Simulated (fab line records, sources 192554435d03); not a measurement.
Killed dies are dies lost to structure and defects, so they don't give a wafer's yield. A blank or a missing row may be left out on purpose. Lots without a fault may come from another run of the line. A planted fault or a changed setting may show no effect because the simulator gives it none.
Problem report in the 8D (eight disciplines) form, filled by code | flow n5_finfet | the parts of the form that need people (team, actions taken, sign-off) are left out

1. THE PROBLEM
killed_at_M4_up at N5_PASSIVATION_PROBE_49 reads a mean of 165 on 3 wafers of 2 lots; wafers without a fault read 14 with a standard deviation of 5.3. That is +29 standard deviations from the usual mean.
First seen on wafer L520.2, day 14 10:52, on prober-02. The record holds 3 wafers of 2 lots with a number at this step. Rule for "out", or "out of limits": more than 4 standard deviations from the usual mean. The other wafers with a number count as sound.

2. WHAT IT IS AND WHAT IT IS NOT
question                    | is                                                                                                   | is not
which readings at this step | killed_at_M4_up, defect_limited_yield, killed_dies, sort_bin_5_function, sort_n_pass, sort_yield_pct | killed_at_M0_to_M3, killed_at_front_end, killed_at_other, killed_open, killed_short
which lots                  | L520, L521                                                                                           | -
which wafers of those lots  | all that have a number                                                                               | -
read on which tools         | prober-01, prober-02                                                                                 | -
when                        | from day 14 10:52                                                                                    | up to then (0 sound wafers)

3. SUSPECTS, AND WHAT RULES EACH OUT
Counting: a tool at a process step up to the reading stays a suspect if it ran every lot that is out and no sound lot after the first of them.
- pvd_sputter-01 at N5_BEOL_M5_SPUTTER_48 (material Cu, target thk 15 nm, time 27.62 s): kept. It ran every lot that is out, first L520 (day 10 08:25), and no sound lot after that.
- pvd_sputter-01 at N5_BEOL_M5_ANNEAL_49 (time 1800 s): kept. It ran every lot that is out, first L520 (day 10 08:29), and no sound lot after that.
- pvd_sputter-01 at N5_BEOL_M5_SPUTTER_81 (material Cu, target thk 15 nm, time 27.62 s): kept. It ran every lot that is out, first L520 (day 10 09:30), and no sound lot after that.
- pvd_sputter-01 at N5_BEOL_M5_ANNEAL_89 (time 1800 s): kept. It ran every lot that is out, first L520 (day 10 11:45), and no sound lot after that.
Left after counting: pvd_sputter-01 at N5_BEOL_M5_SPUTTER_48, pvd_sputter-01 at N5_BEOL_M5_ANNEAL_49, pvd_sputter-01 at N5_BEOL_M5_SPUTTER_81, pvd_sputter-01 at N5_BEOL_M5_ANNEAL_89.

4. THE CAUSE (what the simulator had put in)
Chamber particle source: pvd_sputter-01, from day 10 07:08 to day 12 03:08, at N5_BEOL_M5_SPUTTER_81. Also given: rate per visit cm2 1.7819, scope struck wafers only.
Counting left 4 suspects, and this tool is among them.

5. THE CHAIN OF EFFECTS, in route order
Each row: a reading whose mean over the struck wafers that have a number lies more than 3 standard deviations from the usual. Only readings for which the record gives a usual standard deviation are gone through. hours: the time from each lot's start at the first step in this table that gives one to its start at this step, as a median over the lots. sigmas: the change in usual standard deviations.
hours | step                    | reading              | usual  | on struck wafers | change | sigmas
0     | N5_PASSIVATION_PROBE_49 | defect_limited_yield | 91.5 % | 79.9             | -11.6  | -8.3
0     | N5_PASSIVATION_PROBE_49 | killed_at_M4_up      | 14     | 165              | +151   | +29
0     | N5_PASSIVATION_PROBE_49 | killed_dies          | 100    | 237              | +137   | +8.1
0     | N5_PASSIVATION_PROBE_49 | sort_bin_5_function  | 4.9 %  | 12.4             | +7.5   | +8.3
0     | N5_PASSIVATION_PROBE_49 | sort_n_pass          | 1080   | 943              | -137   | -8.1
0     | N5_PASSIVATION_PROBE_49 | sort_yield_pct       | 91.5 % | 79.9             | -11.6  | -8.3
The process steps in it:
- N5_PASSIVATION_PROBE_49

6. WHAT WOULD HAVE CAUGHT IT SOONER
In this record the first reading out of limits was taken at day 14 10:52, 100 hours after the fault began at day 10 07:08.
Of the tool readings at N5_BEOL_M5_SPUTTER_81 for which the record gives a usual standard deviation, none was out on any struck wafer, so an alarm limit of 4 standard deviations on them would not have fired.
All the lots that are out (2) had begun N5_BEOL_M5_SPUTTER_81 on pvd_sputter-01 by day 14 10:52. A hold on the tool at that time would have spared none of them.
